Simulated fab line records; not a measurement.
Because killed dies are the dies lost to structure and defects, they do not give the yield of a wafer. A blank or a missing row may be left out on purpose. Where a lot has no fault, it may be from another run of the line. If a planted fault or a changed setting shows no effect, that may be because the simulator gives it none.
fab line records	flow n5_finfet
record lots=9	wafers=27	last_day=17
route steps=1938 shown BEOL_M4@1023 PASSIVATION@1936
lots untouched by any fault: they come from a run of this same line in which no faults occurred
start_h: the number of hours between the record's first day and the start of the first shown wafer of the lot	wait_h: time in hours since the lot's previous step	" same as the row above	L1.1+2: a row that stands for several wafers	- no value, or no start was given	* or withheld: withheld	< > ~ a bound
route shown NAME@n: NAME is a module with steps in the file, n the number in the route of the first one	usual: mean and standard deviation over wafers with no fault	same: alike in all rows	chamber/n: place in a boat	sites: per-site readings	_std_site: how widely they spread, as a standard deviation	_edge_site: mean of outer sites minus mean of inner sites	radius_mm: for every site, how far away it sits from the centre of the wafer	mask NAME#n: copy n	behind: tool/chamber where the wafer was last shaped	hold: why the lot was held/for how many hours/how that ended	device: whichever transistor did not switch (one of n, p or np)	end of line: tests of these same wafers at the route's end	step lacking rows: just its recipe	killed: dies lost to structure and defects at the first sort, not the wafer's yield	map: shows each die of a wafer: x if killed, . if not, _ if none is there
set.NAME: setting as actually run; set.NAME@STEP: the setting as run at that earlier step	model.NAME: the simulator's own value behind a step, which no gauge read
steps of the route over a sample of lots; a table a step, a row a wafer
services: a tool's chamber out of use, with start hour (start_h, from the record's first day; less than 0 if before it), hours out, and reason
## steps
# step N5_BEOL_M4_PECVD_72
# recipe material=SiO2	target_thk_a=160	temp_c=400	precursor=TEOS/O2	pressure_torr=5.5	rf_w=450	teos_flow_sccm=53.8	gas=O2	flow_sccm=3000	time_s=18
# usual heater_power_w=694/74	showerhead_plenum_p_Torr=8.79/0.05	throttle_valve_pct=22.2/1.3
lot.wafer	tool	chamber	start_h	wait_h	heater_power_w	showerhead_plenum_p_Torr	throttle_valve_pct
L646.2	pecvd-03	1	153.27	0.0	633	8.76	23.7
L646.3	"	2	"	"	621	8.76	20.8
L646.5	"	0	"	"	809	8.86	22.4
L647.3	pecvd-03	2	156.65	0.0	558	8.75	20.4
L647.4	"	2	"	"	555	8.77	20.9
L647.6	"	0	"	"	723	8.84	22.1
L649.1	pecvd-02	2	172.51	0.0	780	8.74	20.5
L649.3	"	1	"	"	660	8.83	21.2
L649.4	"	1	"	"	684	8.83	21.3
L650.1	pecvd-04	2	182.43	0.0	649	8.80	21.9
L650.3	"	0	"	"	642	8.74	22.8
L650.5	"	2	"	"	662	8.83	22.1
L655.3	pecvd-04	1	213.82	0.0	600	8.87	25.2
L655.5	"	2	"	"	686	8.84	21.9
L655.6	"	0	"	"	623	8.75	22.5
L656.3	pecvd-04	2	215.64	0.0	618	8.82	21.9
L656.4	"	1	"	"	668	8.86	25.1
L656.5	"	0	"	"	659	8.75	22.9
L665.1	pecvd-03	1	275.42	0.0	631	8.77	23.9
L665.2	"	2	"	"	639	8.76	20.9
L665.3	"	0	"	"	707	8.85	22.4
L666.2	pecvd-02	1	279.27	0.0	685	8.82	21.4
L666.4	"	1	"	"	664	8.84	21.0
L666.5	"	0	"	"	870	8.71	22.7
L668.2	pecvd-02	1	287.52	0.0	705	8.84	21.4
L668.3	"	2	"	"	817	8.72	21.1
L668.4	"	2	"	"	828	8.78	21.1
# step N5_BEOL_M4_STRIP_66
# recipe chemistry=CF4	resist=SiARC	power_w=300	bias_power_w=75	pressure_mtorr=50	cf4_flow_sccm=150	rf_frequency_hz=6e+07
# usual drypump_motor_current_A=5.9/0.53	oes_product_au=0.81/0.05	rf_vpp_V=271.5/1.6	showerhead_plenum_p_Torr=1.81/0.066	throttle_valve_pct=13.59/0.2
lot.wafer	tool	chamber	start_h	wait_h	drypump_motor_current_A	oes_product_au	rf_hours_counter_h	rf_vpp_V	showerhead_plenum_p_Torr	throttle_valve_pct
L646.2	rie_diel-06	3	156.38	0.0	6.8	0.89	30	272.7	1.90	13.42
L646.3	"	0	"	"	6.4	0.87	36	274.6	1.91	13.17
L646.5	"	3	"	"	6.8	0.89	-	274.1	1.90	13.45
L647.3	rie_diel-03	1	159.73	0.0	6.6	0.78	111	271.5	1.79	13.79
L647.4	"	2	"	"	5.7	0.76	156	269.2	1.72	13.59
L647.6	"	0	"	"	5.5	0.92	-	272.1	1.83	13.34
L649.1	rie_diel-06	3	175.82	0.0	6.8	0.87	38	271.7	1.90	13.44
L649.3	"	0	"	"	6.4	0.85	44	273.1	1.91	13.18
L649.4	"	1	"	"	5.7	0.87	-	272.2	1.83	13.54
L650.1	rie_diel-01	0	183.86	0.0	5.2	0.82	84	273.2	1.83	13.33
L650.3	"	2	"	"	6.3	0.86	39	269.5	1.83	13.63
L650.5	"	0	"	"	5.2	0.82	-	272.6	1.83	13.33
L655.3	rie_diel-06	2	215.84	0.0	5.1	0.71	179	270.4	1.71	13.77
L655.5	"	1	"	"	5.7	0.85	-	271.7	1.83	13.56
L655.6	"	2	"	"	5.1	0.71	-	271.4	1.71	13.76
L656.3	rie_diel-06	2	216.82	0.0	5.1	0.72	179	268.9	1.71	13.77
L656.4	"	1	"	"	5.7	0.85	69	272.3	1.83	13.53
L656.5	"	0	"	"	6.4	0.83	-	274.2	1.90	13.22
L665.1	rie_diel-01	1	278.82	0.0	6.0	0.81	108	269.4	1.72	13.87
L665.2	"	3	"	"	5.5	0.77	129	272.2	1.80	13.83
L665.3	"	0	"	"	5.2	0.78	117	270.4	1.82	13.45
L666.2	rie_diel-01	3	282.56	0.0	5.5	0.76	131	269.9	1.80	13.83
L666.4	"	0	"	"	5.2	0.78	118	271.1	1.82	13.42
L666.5	"	2	"	"	6.3	0.81	-	269.8	1.82	13.68
L668.2	rie_diel-03	2	288.94	0.0	5.7	0.74	196	268.2	1.71	13.68
L668.3	"	1	"	"	6.6	0.75	150	272.4	1.78	13.89
L668.4	"	0	"	"	5.5	0.84	51	271.7	1.82	13.43
# step N5_BEOL_M4_HM_OPEN_17
# recipe chemistry=Cl2/BCl3	target_depth_a=200	overetch_a=60	target=TiN	mask_material=SOC	ion_energy_ev=150	pressure_mtorr=10	icp_w=1000	bias_w=126	Cl2_flow_sccm=53.25	bcl3_flow_sccm=21.75	Ar_flow_sccm=25
# usual drypump_motor_current_A=6.0/0.53	oes_product_au=0.66/0.068	throttle_valve_pct=22.01/0.28
lot.wafer	tool	chamber	start_h	wait_h	drypump_motor_current_A	oes_product_au	rf_hours_counter_h	throttle_valve_pct
L646.2	rie_metal-03	0	156.42	0.0	5.2	0.74	16	21.77
L646.3	"	1	"	"	6.5	0.62	-	21.92
L646.5	"	1	"	"	6.5	0.62	-	21.92
L647.3	rie_metal-02	0	159.80	0.1	5.8	0.68	-	21.82
L647.4	"	1	"	"	5.5	0.64	-	22.55
L647.6	"	1	"	"	5.5	0.64	-	22.57
L649.1	rie_metal-03	1	175.86	0.0	6.5	0.62	63	21.93
L649.3	"	1	"	"	6.5	0.61	-	21.94
L649.4	"	0	"	"	5.2	0.74	-	21.78
L650.1	rie_metal-03	1	183.90	0.0	6.5	0.61	64	21.96
L650.3	"	1	"	"	6.5	0.60	-	21.96
L650.5	"	0	"	"	5.2	0.72	-	21.78
L655.3	rie_metal-03	0	215.91	0.1	5.2	0.72	-	21.80
L655.5	"	0	"	"	5.2	0.73	-	21.77
L655.6	"	1	"	"	6.5	0.61	-	21.95
L656.3	rie_metal-02	1	216.89	0.1	5.5	0.62	-	22.59
L656.4	"	0	"	"	5.8	0.67	-	21.84
L656.5	"	1	"	"	5.5	0.63	-	22.58
L665.1	rie_metal-02	1	278.87	0.0	5.5	0.62	68	22.57
L665.2	"	0	"	"	5.9	0.67	48	21.82
L665.3	"	1	"	"	5.5	0.62	-	22.58
L666.2	rie_metal-03	1	282.60	0.0	6.5	0.59	74	21.95
L666.4	"	0	"	"	5.2	0.70	-	21.80
L666.5	"	0	"	"	5.2	0.70	-	21.80
L668.2	rie_metal-03	1	288.98	0.0	6.5	0.61	75	21.94
L668.3	"	0	"	"	5.2	0.70	-	21.79
L668.4	"	1	"	"	6.5	0.60	-	21.95
# step N5_BEOL_M4_EXPOSE_25
# recipe mask_id=V3	na=0.33	source_shape=quasar	sigma_inner=0.2	sigma_outer=0.8	polarization=unpolarized	defocus_nm=5	dose_mj=63
# usual stage_msd_nm=0.79/0.048
lot.wafer	tool	chamber	start_h	wait_h	mask	stage_msd_nm
L646.2	euv_scanner-02	0	156.91	-	V3#0	0.83
L646.3	"	0	"	"	V3#0	0.83
L646.5	"	0	"	"	V3#0	0.83
L647.3	euv_scanner-02	0	160.14	-	V3#0	0.83
L647.4	"	0	"	"	V3#0	0.83
L647.6	"	0	"	"	V3#0	0.83
L649.1	euv_scanner-02	0	176.25	-	V3#0	0.83
L649.3	"	0	"	"	V3#0	0.83
L649.4	"	0	"	"	V3#0	0.83
L650.1	euv_scanner-01	0	184.40	-	V3#0	0.73
L650.3	"	0	"	"	V3#0	0.73
L650.5	"	0	"	"	V3#0	0.73
L655.3	euv_scanner-02	0	216.38	-	V3#0	0.83
L655.5	"	0	"	"	V3#0	0.83
L655.6	"	0	"	"	V3#0	0.83
L656.3	euv_scanner-01	0	217.40	-	V3#0	0.73
L656.4	"	0	"	"	V3#0	0.73
L656.5	"	0	"	"	V3#0	0.73
L665.1	euv_scanner-02	0	279.22	-	V3#0	0.83
L665.2	"	0	"	"	V3#0	0.83
L665.3	"	0	"	"	V3#0	0.83
L666.2	euv_scanner-02	0	283.09	-	V3#0	0.82
L666.4	"	0	"	"	V3#0	0.83
L666.5	"	0	"	"	V3#0	0.83
L668.2	euv_scanner-01	0	289.34	-	V3#0	0.74
L668.3	"	0	"	"	V3#0	0.74
L668.4	"	0	"	"	V3#0	0.74
# step N5_BEOL_M4_OVL_MEAS_29
# recipe points_per_wafer=522
# usual V3_OVL=-0.2/0.75
lot.wafer	tool	chamber	start_h	wait_h	V3_OVL[nm]
L646.2	overlay-01	0	157.08	0.0	0.0
L646.3	"	0	"	"	-1.5
L646.5	"	0	"	"	-1.3
L647.3	overlay-02	0	160.31	0.0	0.1
L647.4	"	0	"	"	-0.4
L647.6	"	0	"	"	0.2
L649.1	overlay-02	0	176.43	0.0	-1.4
L649.3	"	0	"	"	-1.2
L649.4	"	0	"	"	-1.1
L650.1	overlay-01	0	184.58	0.0	-1.0
L650.3	"	0	"	"	0.0
L650.5	"	0	"	"	0.0
L655.3	overlay-02	0	216.55	0.0	-0.2
L655.5	"	0	"	"	-0.2
L655.6	"	0	"	"	0.9
L656.3	overlay-02	0	217.57	0.0	-0.8
L656.4	"	0	"	"	-0.6
L656.5	"	0	"	"	-0.6
L665.1	overlay-02	0	279.40	0.0	5.0
L665.2	"	0	"	"	3.7
L665.3	"	0	"	"	5.3
L666.2	overlay-01	0	283.26	0.0	4.8
L666.4	"	0	"	"	4.2
L666.5	"	0	"	"	4.7
L668.2	overlay-02	0	289.52	0.0	0.1
L668.3	"	0	"	"	0.7
L668.4	"	0	"	"	0.4
# step N5_BEOL_M4_RC_MEAS_101
# usual DIBL_N=37.2/1.8	DIBL_P=37.5/2.5	IOFF_N=0.17/0.038	IOFF_P=0.24/0.046	ION_N=681/13	ION_P=469/8.5	SS_N=71.7/0.6	SS_P=73.6/0.69	VT_N=249/3.4	VT_P=-248/3.6
lot.wafer	tool	chamber	start_h	wait_h	DIBL_N[mV/V]	DIBL_P[mV/V]	IOFF_N[nA/um]	IOFF_P[nA/um]	ION_N[uA/um]	ION_P[uA/um]	SS_N[mV/dec]	SS_P[mV/dec]	VT_N[mV]	VT_P[mV]
L646.2	prober-01	0	163.31	0.2	37.7	36.6	0.20	0.28	690	478	72.4	73.8	248	-245
L646.3	"	0	"	"	37.1	35.3	0.16	0.25	673	466	71.7	73.3	251	-246
L646.5	"	0	"	"	34.6	33.2	0.14	0.22	667	463	70.9	72.3	252	-245
L647.3	prober-02	0	167.15	0.3	34.2	33.7	0.12	0.18	651	450	70.9	72.6	255	-254
L647.4	"	0	"	"	35.2	34.3	0.14	0.20	661	456	71.7	73.1	253	-250
L647.6	"	0	"	"	36.5	36.2	0.16	0.23	690	474	71.4	73.9	248	-247
L649.1	prober-01	0	183.60	0.0	39.9	42.1	0.24	0.28	695	472	71.9	73.5	246	-249
L649.3	"	0	"	"	36.9	37.2	0.15	0.19	686	467	71.3	72.6	251	-255
L649.4	"	0	"	"	38.6	39.4	0.19	0.21	673	454	71.7	73.9	249	-253
L650.1	prober-02	0	189.52	0.0	36.7	36.6	0.16	0.24	676	470	72.1	73.6	251	-246
L650.3	"	0	"	"	37.9	37.4	0.17	0.26	683	478	71.4	73.4	247	-243
L650.5	"	0	"	"	40.3	40.6	0.22	0.33	685	479	73.2	75.0	244	-242
L655.3	prober-01	0	231.78	0.3	36.1	39.2	0.18	0.24	684	465	72.3	74.3	249	-248
L655.5	"	0	"	"	38.9	41.4	0.24	0.29	694	478	72.1	75.1	244	-245
L655.6	"	0	"	"	36.3	38.1	0.17	0.22	670	459	72.2	73.6	253	-251
L656.3	prober-02	0	234.94	0.3	38.3	38.1	0.19	0.25	679	466	72.0	74.4	249	-248
L656.4	"	0	"	"	38.7	39.1	0.21	0.25	701	474	71.2	74.9	244	-248
L656.5	"	0	"	"	36.6	35.9	0.15	0.21	673	462	71.4	73.6	250	-250
L665.1	prober-01	0	287.41	0.0	38.9	39.5	0.22	0.26	695	470	71.4	74.0	245	-247
L665.2	"	0	"	"	35.8	36.2	0.16	0.19	689	469	71.1	73.5	249	-251
L665.3	"	0	"	"	42.4	43.9	0.31	0.34	697	474	73.4	75.2	241	-245
L666.2	prober-01	0	291.34	0.2	36.4	38.0	0.17	0.22	691	475	71.8	73.3	250	-250
L666.4	"	0	"	"	36.6	38.8	0.17	0.24	678	468	71.1	73.9	249	-247
L666.5	"	0	"	"	33.9	35.6	0.13	0.19	674	468	70.4	72.5	254	-249
L668.2	prober-01	0	295.41	0.2	36.3	36.7	0.16	0.23	683	468	71.2	73.2	248	-248
L668.3	"	0	"	"	38.2	38.6	0.20	0.26	699	476	72.2	73.8	248	-248
L668.4	"	0	"	"	33.9	33.7	0.13	0.19	671	461	71.0	73.2	252	-251
# step N5_PASSIVATION_PROBE_49
# usual defect_limited_yield=91.2/1.4	killed_at_M0_to_M3=32/10	killed_at_M4_up=14/6.2	killed_at_contacts=12/6.3	killed_at_front_end=42/13	killed_at_other=4/3.4	killed_dies=104/17	killed_open=67/12	killed_short=34/8.1	sort_bin_4_leakage=0.02/0.13	sort_bin_5_function=5.2/0.93	sort_bin_6_memory=3.2/0.65	sort_bin_8_speed=0.00/0.017	sort_n_pass=1075/16	sort_yield_pct=91.1/1.4
# same gross_dies=1180	killed_at_back_side=0
lot.wafer	tool	chamber	start_h	wait_h	defect_limited_yield[%]	killed_at_M0_to_M3	killed_at_M4_up	killed_at_contacts	killed_at_front_end	killed_at_other	killed_dies	killed_open	killed_short	sort_bin_4_leakage[%]	sort_bin_5_function[%]	sort_bin_6_memory[%]	sort_bin_8_speed[%]	sort_n_pass	sort_yield_pct[%]
L649.1	prober-02	-	288.64	0.2	93.8	23	12	7	27	4	73	48	24	0.08	3.1	3.0	0	1106	93.7
L649.3	prober-02	-	288.74	0.3	91.5	27	11	6	55	1	100	58	42	0	6.0	2.1	0	1080	91.5
L649.4	prober-02	-	288.79	0.3	92.6	40	8	6	28	5	87	57	28	0	4.7	2.4	0	1093	92.6
L656.3	prober-01	-	337.82	0.1	91.1	29	22	25	25	4	105	80	21	0	5.9	2.9	0	1075	91.1
L656.4	prober-01	-	337.87	0.2	90.8	23	17	16	51	1	108	74	31	0	5.3	3.6	0	1072	90.8
L656.5	prober-01	-	337.92	0.2	91.4	27	23	14	33	5	102	71	28	0	4.9	3.5	0	1078	91.4
L665.1	prober-01	-	388.66	0.0	92.5	29	10	8	36	6	89	58	29	0	4.2	3.2	0	1091	92.5
L665.2	prober-01	-	388.71	0.1	91.9	34	18	16	23	4	95	64	30	0	4.8	3.1	0	1085	91.9
L665.3	prober-01	-	388.76	0.1	91.5	42	18	6	32	2	100	69	25	0.68	5.0	3.0	0	1072	90.8
L666.2	prober-01	-	400.40	0.1	92.4	26	8	12	38	6	90	55	32	0	4.0	3.4	0	1090	92.4
L666.4	prober-01	-	400.50	0.2	92.2	21	9	8	53	1	92	44	36	0	4.2	2.9	0	1088	92.2
L666.5	prober-01	-	400.55	0.2	92.6	20	8	6	52	1	87	45	37	0	4.6	1.8	0	1093	92.6
# killed by level:class
L649.1 STI_FIN_REVEAL:geometric_particle:open=7 MOL_CONTACT_COAG:geometric_particle:open=6 BEOL_M3:geometric_particle:open=6 BEOL_M0_SAQP:geometric_particle:short=5 BEOL_M2:geometric_particle:open=5 BEOL_M0_SAQP:geometric_particle:open=4 BEOL_M4:geometric_particle:open=4 FIN_SAQP:geometric_particle:short=3
L649.3 FIN_SAQP:geometric_particle:short=18 GATE_CUT:geometric_particle:short=9 FIN_SAQP:geometric_particle:open=7 MOL_CONTACT_COAG:geometric_particle:open=6 BEOL_M0_SAQP:geometric_particle:short=6 BEOL_M1:geometric_particle:open=6 ILD0:geometric_particle:open=5 BEOL_M0_SAQP:geometric_particle:open=5
L649.4 BEOL_M2:geometric_particle:open=17 BEOL_M0_SAQP:geometric_particle:short=6 BEOL_M1:geometric_particle:open=6 FIN_SAQP:geometric_particle:short=5 GATE_CUT:geometric_particle:short=5 MOL_CONTACT_COAG:geometric_particle:open=5 FIN_SAQP:geometric_particle:open=4 BEOL_M0_SAQP:geometric_particle:open=3
L656.3 MOL_CONTACT_COAG:geometric_particle:open=23 BEOL_M4:geometric_particle:open=9 DUMMY_GATE:geometric_particle:open=7 BEOL_M1:geometric_particle:open=7 BEOL_M0_SAQP:geometric_particle:short=5 BEOL_M3:geometric_particle:open=5 SDB:geometric_particle:open=4 BEOL_M0_SAQP:geometric_particle:open=4
L656.4 MOL_CONTACT_COAG:geometric_particle:open=15 STI_FIN_REVEAL:geometric_particle:open=13 GATE_CUT:geometric_particle:short=9 BEOL_M1:geometric_particle:open=6 BEOL_M0_SAQP:geometric_particle:open=6 FIN_SAQP:geometric_particle:short=5 FIN_SAQP:geometric_particle:open=4 BEOL_M5:geometric_particle:open=4
L656.5 MOL_CONTACT_COAG:geometric_particle:open=10 BEOL_M4:geometric_particle:open=9 GATE_CUT:geometric_particle:short=7 BEOL_M3:geometric_particle:open=7 DUMMY_GATE:geometric_particle:open=6 STI_FIN_REVEAL:geometric_particle:open=5 BEOL_M0_SAQP:geometric_particle:open=5 BEOL_M0_SAQP:geometric_particle:short=5
L665.1 FIN_SAQP:geometric_particle:short=8 BEOL_M1:geometric_particle:open=8 FIN_SAQP:geometric_particle:open=7 BEOL_M2:geometric_particle:open=6 MOL_CONTACT_COAG:geometric_particle:open=5 BEOL_M4:geometric_particle:open=5 STARTING-WAFER:geometric_particle:open=5 ILD0:geometric_particle:open=4
L665.2 BEOL_M0_SAQP:geometric_particle:open=10 MOL_CONTACT_COAG:geometric_particle:open=9 FIN_SAQP:geometric_particle:open=7 MOL_CONTACT_COAG:geometric_particle:short=7 GATE_CUT:geometric_particle:short=6 BEOL_M0_SAQP:geometric_particle:short=6 BEOL_M1:geometric_particle:open=6 BEOL_M2:geometric_particle:open=6
L665.3 BEOL_M0_SAQP:geometric_particle:open=11 BEOL_M1:geometric_particle:open=10 BEOL_M4:geometric_particle:open=8 BEOL_M2:geometric_particle:open=7 DUMMY_GATE:geometric_particle:open=5 GATE_CUT:geometric_particle:short=5 MOL_CONTACT_COAG:geometric_particle:open=5 BEOL_M0_SAQP:geometric_particle:short=4
L666.2 BEOL_M3:geometric_particle:open=11 FIN_SAQP:geometric_particle:short=9 FIN_SAQP:geometric_particle:open=8 MOL_CONTACT_COAG:geometric_particle:open=7 DUMMY_GATE:geometric_particle:open=5 BEOL_M1:geometric_particle:open=5 BEOL_M4:geometric_particle:open=5 GATE_CUT:geometric_particle:short=4
L666.4 FIN_SAQP:geometric_particle:open=10 FIN_SAQP:geometric_particle:short=8 GATE_CUT:geometric_particle:short=7 ILD0:geometric_particle:short=6 BEOL_M3:geometric_particle:open=6 HKMG_FIN:area_etch=6 STI_FIN_REVEAL:geometric_particle:open=5 MOL_CONTACT_COAG:geometric_particle:open=5
L666.5 FIN_SAQP:geometric_particle:short=13 FIN_SAQP:geometric_particle:open=10 DUMMY_GATE:geometric_particle:open=7 MOL_CONTACT_COAG:geometric_particle:open=5 FIN_CUT:geometric_particle:short=4 BEOL_M3:geometric_particle:open=4 BEOL_M0_SAQP:geometric_particle:short=4 BEOL_M2:geometric_particle:open=4
## services
tool	chamber	start_h	hours	kind
euv_scanner-02	-	137.45	4.6	pm
euv_scanner-01	-	142.05	1.0	pm
rie_diel-06	-	142.82	4.3	pm
pecvd-03	0	143.75	5.5	scheduled_down
rie_diel-03	1	153.56	4.8	repair
rie_diel-03	-	167.43	14.6	pm
rie_metal-02	-	174.61	14.6	pm
pecvd-02	-	182.29	0.3	repair
rie_diel-06	-	182.72	0.3	repair
euv_scanner-02	-	184.59	1.0	pm
euv_scanner-01	-	185.66	1.2	repair
rie_diel-03	-	189.91	1.7	repair
euv_scanner-02	0	191.09	-	calibration
euv_scanner-01	-	197.07	1.0	pm
rie_metal-03	-	197.99	2.8	pm
pecvd-02	0	198.37	58.3	repair
pecvd-03	-	218.46	1.1	repair
euv_scanner-01	-	234.10	0.9	repair
euv_scanner-01	-	240.38	4.6	pm
euv_scanner-02	-	245.00	1.0	pm
rie_metal-03	-	246.82	0.5	repair
euv_scanner-01	-	253.22	1.0	pm
euv_scanner-02	-	262.99	2.0	repair
rie_diel-03	1	275.76	6.8	repair
## key
first_sign step=N5_BEOL_M4_OVL_MEAS_29	reading=V3_OVL	direction=up	sigmas=6.4	usual=-0.2	struck=4.6
effect none on later readings
met_at N5_BEOL_M4_EXPOSE_25
struck_lots L665,L666
not_acting_at N5_BEOL_M4_PECVD_72,N5_BEOL_M4_STRIP_66,N5_BEOL_M4_HM_OPEN_17
onset_between 216.38 279.22
fault kind=scanner_matching_overlay	tool=euv_scanner-02	chamber=-	onset_h=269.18	steps=N5_BEOL_M4_EXPOSE_25	offset=4.3266
